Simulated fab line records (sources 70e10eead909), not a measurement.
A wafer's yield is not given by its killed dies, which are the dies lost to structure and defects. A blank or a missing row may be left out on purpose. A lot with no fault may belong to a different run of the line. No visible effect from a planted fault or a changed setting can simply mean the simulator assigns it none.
The tool behind it: which one? :: flow nandHarc :: Sampling: 12 lots, 36 wafers, 3 of 1159 route steps

## WHAT THE GAUGES READ, wafer by wafer
NHARC_P_ZERO_WELL_CD_MEAS_24: the cd target is 720 nm.
lot: L759
measured: day 1 14:30
on: cdSem-03
cdNm (nm): 720.6 720.6 721.5

lot: L761
measured: day 2 02:39
on: cdSem-01
cdNm (nm): 715.7 714.9 718.9

lot: L762
measured: day 2 08:38
on: cdSem-01
cdNm (nm): 723.4 719.2 719.9

lot: L763
measured: day 2 14:44
on: cdSem-03
cdNm (nm): 719.6 720.6 721.8

lot: L764
measured: day 2 20:37
on: cdSem-03
cdNm (nm): 722.6 719.4 717.3

lot: L765
measured: day 3 02:38
on: cdSem-03
cdNm (nm): 718.9 719.1 718.6

lot: L774
measured: day 5 08:23
on: cdSem-02
cdNm (nm): 719.1 721.7 717.0

lot: L776
measured: day 5 20:28
on: cdSem-02
cdNm (nm): 721.5 721.8 717.9

lot: L779
measured: day 6 14:43
on: cdSem-01
cdNm (nm): 717.7 719.1 717.8

lot: L780
measured: day 6 20:35
on: cdSem-01
cdNm (nm): 720.0 724.6 718.5

lot: L781
measured: day 7 02:28
on: cdSem-02
cdNm (nm): 721.0 720.5 721.2

lot: L782
measured: day 7 08:28
on: cdSem-01
cdNm (nm): 721.0 717.7 722.0

NHARC_P_ZERO_WELL_CD_MEAS_52: the cd target is 2000 nm.
lot: L759
measured: day 1 17:34
on: cdSem-02
cdNm (nm): 1999.9 2003.0 2003.5

lot: L761
measured: day 2 05:52
on: cdSem-01
cdNm (nm): 1997.6 2002.4 2001.1

lot: L762
measured: day 2 11:54
on: cdSem-03
cdNm (nm): 2000.8 2000.5 2003.6

lot: L763
measured: day 2 18:02
on: cdSem-03
cdNm (nm): 1996.9 1997.8 2001.0

lot: L764
measured: day 2 23:55
on: cdSem-01
cdNm (nm): 1998.3 2001.0 1998.5

lot: L765
measured: day 3 05:52
on: cdSem-03
cdNm (nm): 2002.3 1999.1 2003.7

lot: L774
measured: day 5 11:44
on: cdSem-03
cdNm (nm): 2020.4 2001.3 2020.5

lot: L776
measured: day 5 23:48
on: cdSem-01
cdNm (nm): 2032.6 2026.9 2006.1

lot: L779
measured: day 6 17:52
on: cdSem-02
cdNm (nm): 2000.2 1996.5 1993.3

lot: L780
measured: day 6 23:37
on: cdSem-03
cdNm (nm): 1998.2 1998.4 2000.2

lot: L781
measured: day 7 05:37
on: cdSem-02
cdNm (nm): 1999.4 2000.8 2001.3

lot: L782
measured: day 7 11:38
on: cdSem-03
cdNm (nm): 1999.0 1998.4 1997.3

## WHICH TOOL RAN EACH LOT (tool, then ch and the chambers of the sampled wafers, then the start)
lot: L759
NHARC_P_ZERO_WELL_EXPOSE_49: krfScanner-02 ch 0, day 1 17:24

lot: L761
NHARC_P_ZERO_WELL_EXPOSE_49: krfScanner-01 ch 0, day 2 05:43

lot: L762
NHARC_P_ZERO_WELL_EXPOSE_49: krfScanner-02 ch 0, day 2 11:44

lot: L763
NHARC_P_ZERO_WELL_EXPOSE_49: krfScanner-01 ch 0, day 2 17:52

lot: L764
NHARC_P_ZERO_WELL_EXPOSE_49: krfScanner-02 ch 0, day 2 23:45

lot: L765
NHARC_P_ZERO_WELL_EXPOSE_49: krfScanner-03 ch 0, day 3 05:42

lot: L774
NHARC_P_ZERO_WELL_EXPOSE_49: krfScanner-01 ch 0, day 5 11:35

lot: L776
NHARC_P_ZERO_WELL_EXPOSE_49: krfScanner-01 ch 0, day 5 23:38

lot: L779
NHARC_P_ZERO_WELL_EXPOSE_49: krfScanner-03 ch 0, day 6 17:43

lot: L780
NHARC_P_ZERO_WELL_EXPOSE_49: krfScanner-03 ch 0, day 6 23:28

lot: L781
NHARC_P_ZERO_WELL_EXPOSE_49: krfScanner-02 ch 0, day 7 05:28

lot: L782
NHARC_P_ZERO_WELL_EXPOSE_49: krfScanner-02 ch 0, day 7 11:29
- NHARC_P_ZERO_WELL_EXPOSE_49: exposes mask P HVPW, target cd 2000 nm.

## WHAT THE TOOLS THEMSELVES READ (means of the sampled wafers that have a number; where no wafer has one, the mark that the record gives instead)
NHARC_P_ZERO_WELL_EXPOSE_49.
lot: L759
tool: krfScanner-02
reticleTempC (C): 23.03

lot: L761
tool: krfScanner-01
reticleTempC (C): 22.84

lot: L762
tool: krfScanner-02
reticleTempC (C): 23.06

lot: L763
tool: krfScanner-01
reticleTempC (C): 23.05

lot: L764
tool: krfScanner-02
reticleTempC (C): 23.11

lot: L765
tool: krfScanner-03
reticleTempC (C): 23.10

lot: L774
tool: krfScanner-01
reticleTempC (C): 23.11

lot: L776
tool: krfScanner-01
reticleTempC (C): 23.03

lot: L779
tool: krfScanner-03
reticleTempC (C): 23.03

lot: L780
tool: krfScanner-03
reticleTempC (C): 22.97

lot: L781
tool: krfScanner-02
reticleTempC (C): 22.92

lot: L782
tool: krfScanner-02
reticleTempC (C): 23.08

## THE ANSWER, worked out from the rows above alone
Rule: the lots themselves supply what counts as usual. The widest of any qualifying gaps counts: lots, ordered by their means at a reading, are off when they make up no more than a third of the lots, leave a main group of 4 or more, and stand apart from it by 3 or more times the standard deviation of that group's means. A main group is skipped when, at the precision printed for the reading in the tables above, its means are all equal. A lot without any number at a reading at which 4 lots or more have one is off too. All remaining lots with rows at the step are treated as sound. After the gauges, taken in route order, come the tools' own readings; for these a lot's mean is taken, as printed above. At the first step where some lot is off, the reading lying furthest off is the one used; lots without a number count as furthest.
Off: L774, L776 (NHARC_P_ZERO_WELL_CD_MEAS_52, cdNm). The main group has a mean of 1999.8 nm with a standard deviation of 1.7.
If a tool, at a process step before that reading, ran all the lots that are off and no sound lot after the first of them, it fits. Gauges at NHARC_P_ZERO_WELL_CD_MEAS_52: tried the same way as those tools. One fits: krfScanner-01 at NHARC_P_ZERO_WELL_EXPOSE_49. A fault onset in the window from L763 (day 2 17:52, its last sound lot) to L774 (day 5 11:35, its first lot off) fits.

## WHAT WAS PUT IN BY THE SIMULATOR
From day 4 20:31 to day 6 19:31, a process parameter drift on krfScanner-01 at NHARC_P_ZERO_WELL_EXPOSE_49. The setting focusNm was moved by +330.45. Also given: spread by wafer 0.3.
Struck lots among those shown: L774, L776. The rule above reached the same finding.
